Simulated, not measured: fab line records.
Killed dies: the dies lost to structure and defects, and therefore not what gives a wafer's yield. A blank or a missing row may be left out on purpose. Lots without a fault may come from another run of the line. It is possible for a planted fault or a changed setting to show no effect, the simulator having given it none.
Chamber matching / flow n5Finfet / rieDiel-01 running N5_BEOL_M7_STRIP_67: 4 sister chambers
The step strips in CF4. 8 wafers are shown with their chamber, then 8 later ones without.

## WAFERS WITH THEIR CHAMBER
wafer=L081.6; chamber=3; drypumpMotorCurrentA (A)=5.7; showerheadPlenumPTorr (Torr)=1.78
wafer=L082.1; chamber=0; drypumpMotorCurrentA (A)=5.4; showerheadPlenumPTorr (Torr)=1.67
wafer=L082.5; chamber=0; drypumpMotorCurrentA (A)=5.4; showerheadPlenumPTorr (Torr)=1.67
wafer=L082.6; chamber=1; drypumpMotorCurrentA (A)=4.7; showerheadPlenumPTorr (Torr)=1.85
wafer=L086.1; chamber=2; drypumpMotorCurrentA (A)=6.3; showerheadPlenumPTorr (Torr)=1.78
wafer=L086.5; chamber=2; drypumpMotorCurrentA (A)=6.3; showerheadPlenumPTorr (Torr)=1.78
wafer=L086.6; chamber=3; drypumpMotorCurrentA (A)=5.8; showerheadPlenumPTorr (Torr)=1.78
wafer=L085.2; chamber=1; drypumpMotorCurrentA (A)=4.7; showerheadPlenumPTorr (Torr)=1.84

## WAFERS WHOSE CHAMBER IS MISSING
wafer=L085.3; drypumpMotorCurrentA (A)=6.3; showerheadPlenumPTorr (Torr)=1.78
wafer=L085.4; drypumpMotorCurrentA (A)=5.4; showerheadPlenumPTorr (Torr)=1.66
wafer=L093.1; drypumpMotorCurrentA (A)=5.4; showerheadPlenumPTorr (Torr)=1.66
wafer=L093.2; drypumpMotorCurrentA (A)=6.3; showerheadPlenumPTorr (Torr)=1.78
wafer=L093.5; drypumpMotorCurrentA (A)=4.7; showerheadPlenumPTorr (Torr)=1.84
wafer=L092.2; drypumpMotorCurrentA (A)=5.4; showerheadPlenumPTorr (Torr)=1.66
wafer=L092.4; drypumpMotorCurrentA (A)=4.7; showerheadPlenumPTorr (Torr)=1.84
wafer=L092.6; drypumpMotorCurrentA (A)=5.8; showerheadPlenumPTorr (Torr)=1.77

## THE CHAMBER EACH PASSED THROUGH
wafer=L085.3; from the rows above=2; in truth=2
wafer=L085.4; from the rows above=0; in truth=0
wafer=L093.1; from the rows above=0; in truth=0
wafer=L093.2; from the rows above=2; in truth=2
wafer=L093.5; from the rows above=1; in truth=1
wafer=L092.2; from the rows above=0; in truth=0
wafer=L092.4; from the rows above=1; in truth=1
wafer=L092.6; from the rows above=3; in truth=3
Correct placement for 8 of the 8. Left unplaced by these rows: 0. Placed wrongly: 0.
How it was worked out, from the rows above alone: a wafer's distance from a chamber is the root of the sum, over the readings, of the square of ((its reading less the chamber's mean) divided by the reading's scatter). The wafer belongs to the nearest chamber; if the next one is less than 2 further off, it can't be placed. The mean given for a chamber averages the wafers shown for that chamber. How the scatter is found: for the shown wafers, subtract from each reading the mean of its chamber, square and add these, divide the total by (wafers less chambers), then take the root.
